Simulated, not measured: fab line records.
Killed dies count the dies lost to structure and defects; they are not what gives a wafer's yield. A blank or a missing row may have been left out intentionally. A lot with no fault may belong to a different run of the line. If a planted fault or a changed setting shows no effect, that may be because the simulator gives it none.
Which of the tools did it?	flow nand-harc	72 wafers from 24 lots sampled at 6 of the route's 1302 steps

## WHAT THE GAUGES READ, wafer by wafer
The record lacks any reading of a measuring or inspecting step that a usual standard deviation could be used to judge.

## WHAT TOOL EACH LOT RAN ON (gives the tool, then ch and the chambers of the sampled wafers, and finally the start)
lot	NHARC_A_STAIRCASE_ETCH_19	NHARC_A_STAIRCASE_ETCH_23	NHARC_A_STAIRCASE_ETCH_194	NHARC_A_STAIRCASE_TRIM_196	NHARC_A_STAIRCASE_ETCH_197	NHARC_A_STAIRCASE_TRIM_198
L074	rie-diel-12 ch 0,1, day 15 13:19 or earlier	rie-diel-12 ch 0,1,3, day 15 13:19 or earlier	rie-diel-12 ch 2,3, day 15 13:19 or earlier	rie-diel-12 ch 0,1, day 15 13:19	rie-diel-12 ch 1,2, no start	rie-diel-12 ch 0,3, no start
L076	rie-diel-12 ch 0,2, day 16 00:58 or earlier	rie-diel-12 ch 0,2, day 16 00:58 or earlier	rie-diel-13 ch 0,2, day 16 00:58 or earlier	rie-diel-13 ch 0,1,2, day 16 00:58	rie-diel-13 ch 1,3, no start	rie-diel-13 ch 2,3, no start
L075	rie-diel-03 ch 1,2, day 16 07:05 or earlier	rie-diel-12 ch 0,3, day 16 07:05 or earlier	rie-diel-13 ch 1,3, day 16 07:05 or earlier	rie-diel-12 ch 0,1,2, day 16 07:05	rie-diel-12 ch 1,2, no start	rie-diel-12 ch 0,1,2, no start
L077	rie-diel-03 ch 0,2,3, day 17 00:33 or earlier	rie-diel-03 ch 1,3, day 17 00:33 or earlier	rie-diel-13 ch 0,1,3, day 17 00:33 or earlier	rie-diel-12 ch 1,2,3, day 17 00:33	rie-diel-12 ch 1,2, no start	rie-diel-12 ch 1,2,3, no start
L078	rie-diel-12 ch 1,2,3, day 17 06:04 or earlier	rie-diel-12 ch 0,1,2, day 17 06:04 or earlier	rie-diel-03 ch 0,2,3, day 17 06:04 or earlier	rie-diel-12 ch 0,1,3, day 17 06:04	rie-diel-12 ch 0,2,3, no start	rie-diel-12 ch 0,1,3, no start
L079	rie-diel-03 ch 0,1, day 17 13:22 or earlier	rie-diel-13 ch 0,3, day 17 13:22 or earlier	rie-diel-03 ch 0,3, day 17 13:22 or earlier	rie-diel-13 ch 1,2,3, day 17 13:22	rie-diel-13 ch 0,2,3, no start	rie-diel-13 ch 0,1, no start
L080	rie-diel-12 ch 0,3, day 18 09:26 or earlier	rie-diel-13 ch 1,2,3, day 18 09:26 or earlier	rie-diel-12 ch 0,2,3, day 18 09:26 or earlier	rie-diel-12 ch 0,2,3, day 18 09:26	rie-diel-12 ch 0,2,3, no start	rie-diel-12 ch 1,2,3, no start
L081	rie-diel-03 ch 2,3, day 18 19:54 or earlier	rie-diel-12 ch 0,1,3, day 18 19:54 or earlier	rie-diel-12 ch 0,1,2, day 18 19:54 or earlier	rie-diel-13 ch 2,3, day 18 19:54	rie-diel-13 ch 0,2,3, no start	rie-diel-13 ch 1,2, no start
L082	rie-diel-03 ch 0,1,2, day 19 17:59 or earlier	rie-diel-03 ch 1,2,3, day 19 17:59 or earlier	rie-diel-03 ch 0,3, day 19 17:59 or earlier	rie-diel-13 ch 0,1,3, day 19 17:59	rie-diel-13 ch 0,2,3, no start	rie-diel-13 ch 0,3, no start
L083	rie-diel-03 ch 0,2,3, day 19 22:58 or earlier	rie-diel-13 ch 0,1,3, day 19 22:58 or earlier	rie-diel-13 ch 1,2,3, day 19 22:58 or earlier	rie-diel-13 ch 0,1,3, day 19 22:58	rie-diel-13 ch 0,1,3, no start	rie-diel-13 ch 0,1,3, no start
L084	rie-diel-12 ch 0,1,3, day 20 08:52 or earlier	rie-diel-13 ch 0,3, day 20 08:52 or earlier	rie-diel-12 ch 0,1,2, day 20 08:52 or earlier	rie-diel-12 ch 2,3, day 20 08:52	rie-diel-12 ch 1,2,3, no start	rie-diel-12 ch 0,1,3, no start
L085	rie-diel-12 ch 0,2,3, day 20 05:16	rie-diel-13 ch 0,3, day 20 12:16 or earlier	rie-diel-13 ch 0,1,2, day 20 12:16 or earlier	rie-diel-12 ch 0,1,2, day 20 12:16	rie-diel-12 ch 0,2, no start	rie-diel-12 ch 2,3, no start
L086	rie-diel-03 ch 2,3, day 21 03:04 or earlier	rie-diel-03 ch 2,3, day 21 03:04 or earlier	rie-diel-12 ch 0,1,2, day 21 03:04 or earlier	rie-diel-03 ch 0,3, day 21 03:04	rie-diel-03 ch 1,2,3, no start	rie-diel-03 ch 1,2,3, no start
L087	rie-diel-03 ch 1,3, day 21 17:14 or earlier	rie-diel-12 ch 0,2,3, day 21 17:14 or earlier	rie-diel-13 ch 0,2,3, day 21 17:14 or earlier	rie-diel-12 ch 0,1,3, day 21 17:14	rie-diel-12 ch 0,2,3, no start	rie-diel-12 ch 2,3, no start
L088	rie-diel-12 ch 0,1,2, day 22 03:46 or earlier	rie-diel-12 ch 0,1,3, day 22 03:46 or earlier	rie-diel-13 ch 0,2,3, day 22 03:46 or earlier	rie-diel-03 ch 0,1,2, day 22 03:46	rie-diel-03 ch 0,2,3, no start	rie-diel-03 ch 0,1,2, no start
L089	rie-diel-12 ch 0,1, day 22 03:28 or earlier	rie-diel-03 ch 0,2,3, day 22 03:28 or earlier	rie-diel-12 ch 0,1,2, day 22 03:28 or earlier	rie-diel-12 ch 0,2,3, day 22 03:28	rie-diel-12 ch 1,2, no start	rie-diel-12 ch 0,1,2, no start
L090	rie-diel-13 ch 0,1,2, day 22 14:28 or earlier	rie-diel-03 ch 1,2,3, day 22 14:28 or earlier	rie-diel-12 ch 1,3, day 22 14:28 or earlier	rie-diel-13 ch 0,1,3, day 22 14:28	rie-diel-13 ch 0,1,2, day 22 17:38 or earlier	rie-diel-03 ch 1,2, day 22 17:38
L091	rie-diel-13 ch 1,2,3, day 22 15:57 or earlier	rie-diel-13 ch 0,1, day 22 15:57 or earlier	rie-diel-13 ch 0,3, day 22 15:57 or earlier	rie-diel-03 ch 2,3, day 22 15:57	rie-diel-03 ch 0,1,3, no start	rie-diel-03 ch 0,2, no start
L092	rie-diel-12 ch 1,2,3, day 23 03:04 or earlier	rie-diel-03 ch 0,2,3, day 23 03:04 or earlier	rie-diel-03 ch 1,2,3, day 23 03:04 or earlier	rie-diel-03 ch 1,2, day 23 03:04	rie-diel-03 ch 0,2,3, no start	rie-diel-03 ch 1,2,3, no start
L093	rie-diel-03 ch 0,1,2, day 24 03:44 or earlier	rie-diel-12 ch 0,3, day 24 03:44 or earlier	rie-diel-13 ch 0,2, day 24 03:44 or earlier	rie-diel-12 ch 0,2, day 24 03:44	rie-diel-12 ch 1,3, no start	rie-diel-12 ch 1,3, no start
L094	rie-diel-12 ch 0,3, day 24 20:11 or earlier	rie-diel-03 ch 0,1,3, day 24 20:11 or earlier	rie-diel-12 ch 0,2,3, day 24 20:11 or earlier	rie-diel-12 ch 0,2, day 24 20:11	rie-diel-12 ch 0,1,3, no start	rie-diel-12 ch 0,1,3, no start
L095	rie-diel-03 ch 2,3, day 25 04:20 or earlier	rie-diel-03 ch 0,2,3, day 25 04:20 or earlier	rie-diel-03 ch 0,3, day 25 04:20 or earlier	rie-diel-12 ch 0,2,3, day 25 04:20	rie-diel-12 ch 2,3, no start	rie-diel-12 ch 0,2,3, no start
L097	rie-diel-13 ch 0,1,3, day 25 05:14 or earlier	rie-diel-12 ch 1,2, day 25 05:14 or earlier	rie-diel-13 ch 1,2,3, day 25 05:14 or earlier	rie-diel-13 ch 0,2,3, day 25 05:14	rie-diel-13 ch 0,1,2, no start	rie-diel-13 ch 1,3, no start
L096	rie-diel-03 ch 0,1,3, day 25 10:01 or earlier	rie-diel-12 ch 0,1,2, day 25 10:01 or earlier	rie-diel-03 ch 0,1, day 25 10:01 or earlier	rie-diel-13 ch 0,2,3, day 25 10:01	rie-diel-13 ch 1,2,3, no start	rie-diel-13 ch 1,3, no start
- NHARC_A_STAIRCASE_ETCH_19: etches the open film in C4F8/O2, target depth 100 nm, time 40.5 s.
- NHARC_A_STAIRCASE_ETCH_23: etches the open film in C4F8/O2, target depth 100 nm, time 40.5 s.
- NHARC_A_STAIRCASE_ETCH_194: etches the open film in C4F8/O2, target depth 100 nm, time 40.5 s.
- NHARC_A_STAIRCASE_TRIM_196: chemistry O2, time 211.2 s.
- NHARC_A_STAIRCASE_ETCH_197: etches the open film in C4F8/O2, target depth 100 nm, time 40.5 s.
- NHARC_A_STAIRCASE_TRIM_198: chemistry O2, time 211.2 s.

## WHAT THE TOOLS THEMSELVES READ (means of the sampled wafers that have a number; where no wafer has one, the mark that the record gives instead)
NHARC_A_STAIRCASE_ETCH_19. Usual: oes-product-au 0.945 a.u., standard deviation 0.016; rf-vpp-V 894 V, standard deviation 6.4.
lot	tool	oes-product-au (a.u.)	rf-vpp-V (V)	flag
L074	rie-diel-12	0.955	889	
L076	rie-diel-12	0.943	894	
L075	rie-diel-03	0.945	892	
L077	rie-diel-03	0.945	895	
L078	rie-diel-12	0.947	894	
L079	rie-diel-03	0.947	896	
L080	rie-diel-12	0.947	891	
L081	rie-diel-03	0.930	899	
L082	rie-diel-03	0.961	893	
L083	rie-diel-03	0.937	895	
L084	rie-diel-12	0.950	891	
L085	rie-diel-12	0.992	895	
L086	rie-diel-03	0.952	893	
L087	rie-diel-03	0.942	903	
L088	rie-diel-12	0.937	893	
L089	rie-diel-12	0.939	889	
L090	rie-diel-13	0.952	895	
L091	rie-diel-13	0.959	890	
L092	rie-diel-12	0.918	895	
L093	rie-diel-03	0.939	892	
L094	rie-diel-12	0.944	893	
L095	rie-diel-03	0.953	893	
L097	rie-diel-13	0.944	894	
L096	rie-diel-03	0.939	897	

NHARC_A_STAIRCASE_ETCH_23. Usual: oes-product-au 0.952 a.u., standard deviation 0.013; rf-vpp-V 894 V, standard deviation 6.6.
lot	tool	oes-product-au (a.u.)	rf-vpp-V (V)	flag
L074	rie-diel-12	0.938	891	
L076	rie-diel-12	0.947	897	
L075	rie-diel-12	0.967	892	
L077	rie-diel-03	0.947	903	
L078	rie-diel-12	0.954	893	
L079	rie-diel-13	0.952	896	
L080	rie-diel-13	0.974	891	
L081	rie-diel-12	0.959	890	
L082	rie-diel-03	0.952	898	
L083	rie-diel-13	0.953	894	
L084	rie-diel-13	0.967	895	
L085	rie-diel-13	0.949	895	
L086	rie-diel-03	0.948	898	
L087	rie-diel-12	0.956	895	
L088	rie-diel-12	0.939	890	
L089	rie-diel-03	0.955	894	
L090	rie-diel-03	0.945	897	
L091	rie-diel-13	0.952	899	
L092	rie-diel-03	0.951	894	
L093	rie-diel-12	0.957	893	
L094	rie-diel-03	0.955	899	
L095	rie-diel-03	0.942	894	
L097	rie-diel-12	0.947	890	
L096	rie-diel-12	0.953	891	

NHARC_A_STAIRCASE_ETCH_194. Usual: oes-product-au 0.946 a.u., standard deviation 0.011; rf-vpp-V 894 V, standard deviation 6.4.
lot	tool	oes-product-au (a.u.)	rf-vpp-V (V)	flag
L074	rie-diel-12	0.950	900	
L076	rie-diel-13	0.951	897	
L075	rie-diel-13	0.954	890	
L077	rie-diel-13	0.956	894	
L078	rie-diel-03	0.955	894	
L079	rie-diel-03	0.947	901	
L080	rie-diel-12	0.955	895	
L081	rie-diel-12	0.950	892	
L082	rie-diel-03	0.949	896	
L083	rie-diel-13	0.955	890	
L084	rie-diel-12	0.941	892	
L085	rie-diel-13	0.952	896	
L086	rie-diel-12	0.944	892	
L087	rie-diel-13	0.950	895	
L088	rie-diel-13	0.949	895	
L089	rie-diel-12	0.940	891	
L090	rie-diel-12	0.947	893	
L091	rie-diel-13	0.934	900	
L092	rie-diel-03	0.937	897	
L093	rie-diel-13	0.935	900	
L094	rie-diel-12	0.939	894	
L095	rie-diel-03	0.933	895	
L097	rie-diel-13	0.944	889	
L096	rie-diel-03	0.949	895	

NHARC_A_STAIRCASE_TRIM_196. Usual: drypump-motor-current-A 5.7 A, standard deviation 0.35; oes-product-au 0.999 a.u., standard deviation 0.011; rf-vpp-V 57.7 V, standard deviation 0.97; showerhead-plenum-p-Torr 3.47 Torr, standard deviation 0.17; throttle-valve-pct 17.036 %, standard deviation 0.0096.
lot	tool	drypump-motor-current-A (A)	oes-product-au (a.u.)	rf-vpp-V (V)	showerhead-plenum-p-Torr (Torr)	throttle-valve-pct (%)	flag
L074	rie-diel-12	5.5	0.999	56.5	3.33	17.035	
L076	rie-diel-13	5.8	1.005	58.1	3.54	17.038	
L075	rie-diel-12	5.7	0.997	58.1	3.43	17.046	
L077	rie-diel-12	5.8	0.998	57.8	3.50	17.038	
L078	rie-diel-12	5.7	1.003	56.7	3.40	17.045	
L079	rie-diel-13	5.9	1.004	57.0	3.38	17.034	
L080	rie-diel-12	5.8	1.003	58.2	3.50	17.031	
L081	rie-diel-13	5.9	1.011	57.5	3.38	17.042	
L082	rie-diel-13	5.5	1.005	58.1	3.49	17.038	
L083	rie-diel-13	5.5	1.004	57.6	3.49	17.036	
L084	rie-diel-12	5.9	0.980	57.6	3.56	17.033	
L085	rie-diel-12	5.6	0.996	58.1	3.42	17.044	
L086	rie-diel-03	5.4	0.991	57.1	3.52	17.039	
L087	rie-diel-12	5.6	0.995	57.7	3.38	17.029	
L088	rie-diel-03	5.7	0.997	57.0	3.44	17.028	
L089	rie-diel-12	5.8	0.998	57.0	3.49	17.035	
L090	rie-diel-13	5.5	1.000	58.0	3.48	17.022	
L091	rie-diel-03	5.8	1.007	58.3	3.46	17.037	
L092	rie-diel-03	5.6	0.990	57.7	3.51	17.038	
L093	rie-diel-12	5.9	0.992	57.6	3.52	17.036	
L094	rie-diel-12	5.9	1.004	57.5	3.52	17.038	
L095	rie-diel-12	5.8	0.997	57.4	3.48	17.035	
L097	rie-diel-13	5.9	0.997	57.4	3.50	17.036	
L096	rie-diel-13	5.9	0.999	56.5	3.50	17.035	

NHARC_A_STAIRCASE_ETCH_197. Usual: oes-product-au 0.948 a.u., standard deviation 0.018; rf-vpp-V 894 V, standard deviation 6.2.
lot	tool	oes-product-au (a.u.)	rf-vpp-V (V)	flag
L074	rie-diel-12	0.932	892	
L076	rie-diel-13	0.951	890	
L075	rie-diel-12	0.962	893	
L077	rie-diel-12	0.961	893	
L078	rie-diel-12	0.969	895	
L079	rie-diel-13	0.974	897	
L080	rie-diel-12	0.961	895	
L081	rie-diel-13	0.925	896	
L082	rie-diel-13	0.958	897	
L083	rie-diel-13	0.952	895	
L084	rie-diel-12	0.937	896	
L085	rie-diel-12	0.943	892	
L086	rie-diel-03	0.958	897	
L087	rie-diel-12	0.952	895	
L088	rie-diel-03	0.962	894	
L089	rie-diel-12	0.938	896	
L090	rie-diel-13	0.937	896	
L091	rie-diel-03	0.917	898	
L092	rie-diel-03	0.939	894	
L093	rie-diel-12	0.920	892	
L094	rie-diel-12	0.938	889	
L095	rie-diel-12	0.941	898	
L097	rie-diel-13	0.937	895	
L096	rie-diel-13	0.959	890	

NHARC_A_STAIRCASE_TRIM_198. Usual: drypump-motor-current-A 5.7 A, standard deviation 0.35; oes-product-au 0.999 a.u., standard deviation 0.011; rf-vpp-V 57.6 V, standard deviation 0.9; showerhead-plenum-p-Torr 3.47 Torr, standard deviation 0.16; throttle-valve-pct 17.036 %, standard deviation 0.0088.
lot	tool	drypump-motor-current-A (A)	oes-product-au (a.u.)	rf-vpp-V (V)	showerhead-plenum-p-Torr (Torr)	throttle-valve-pct (%)	flag
L074	rie-diel-12	5.7	1.005	57.0	3.41	17.035	
L076	rie-diel-13	5.9	1.007	57.5	3.40	17.034	
L075	rie-diel-12	5.7	1.006	57.5	3.43	17.048	
L077	rie-diel-12	5.8	1.000	58.1	3.50	17.031	
L078	rie-diel-12	5.7	0.998	57.3	3.40	17.032	
L079	rie-diel-13	5.4	1.006	57.9	3.50	17.030	
L080	rie-diel-12	5.8	0.998	57.3	3.49	17.038	
L081	rie-diel-13	5.8	1.014	58.1	3.38	17.047	
L082	rie-diel-13	5.5	1.007	58.3	3.64	17.040	
L083	rie-diel-13	5.5	1.007	56.6	3.49	17.032	
L084	rie-diel-12	5.6	0.997	57.6	3.39	17.030	
L085	rie-diel-12	5.9	0.984	57.0	3.56	17.035	
L086	rie-diel-03	5.6	0.991	57.7	3.56	17.029	
L087	rie-diel-12	5.9	0.988	58.0	3.56	17.038	
L088	rie-diel-03	5.7	0.992	57.3	3.44	17.040	
L089	rie-diel-12	5.7	1.005	57.9	3.41	17.033	
L090	rie-diel-03	5.6	0.987	57.3	3.51	17.036	
L091	rie-diel-03	5.7	0.995	56.9	3.36	17.037	
L092	rie-diel-03	5.6	0.998	57.6	3.56	17.033	
L093	rie-diel-12	5.7	0.993	57.0	3.43	17.035	
L094	rie-diel-12	5.6	1.004	56.7	3.37	17.041	
L095	rie-diel-12	5.8	0.992	57.9	3.48	17.036	
L097	rie-diel-13	5.5	0.997	57.5	3.33	17.034	
L096	rie-diel-13	5.4	0.997	57.8	3.32	17.042	

## THE ANSWER, worked out from the rows above alone
Rule: lot off if the mean of its wafers having a number is beyond 3 standard deviations from the usual mean. A lot without any number at a reading at which 4 lots or more have one is off too. Where the step has rows for the other lots, those lots are counted as sound. The gauges are gone through in route order, then the tools' own readings, and for those a lot's mean is taken as printed above. At the first step where some lot is off, the reading lying furthest off is the one used; lots without a number count as furthest.
Across all readings shown, no lot is off: no conclusion can be drawn from this.

## WHAT HAD BEEN PUT IN BY THE SIMULATOR
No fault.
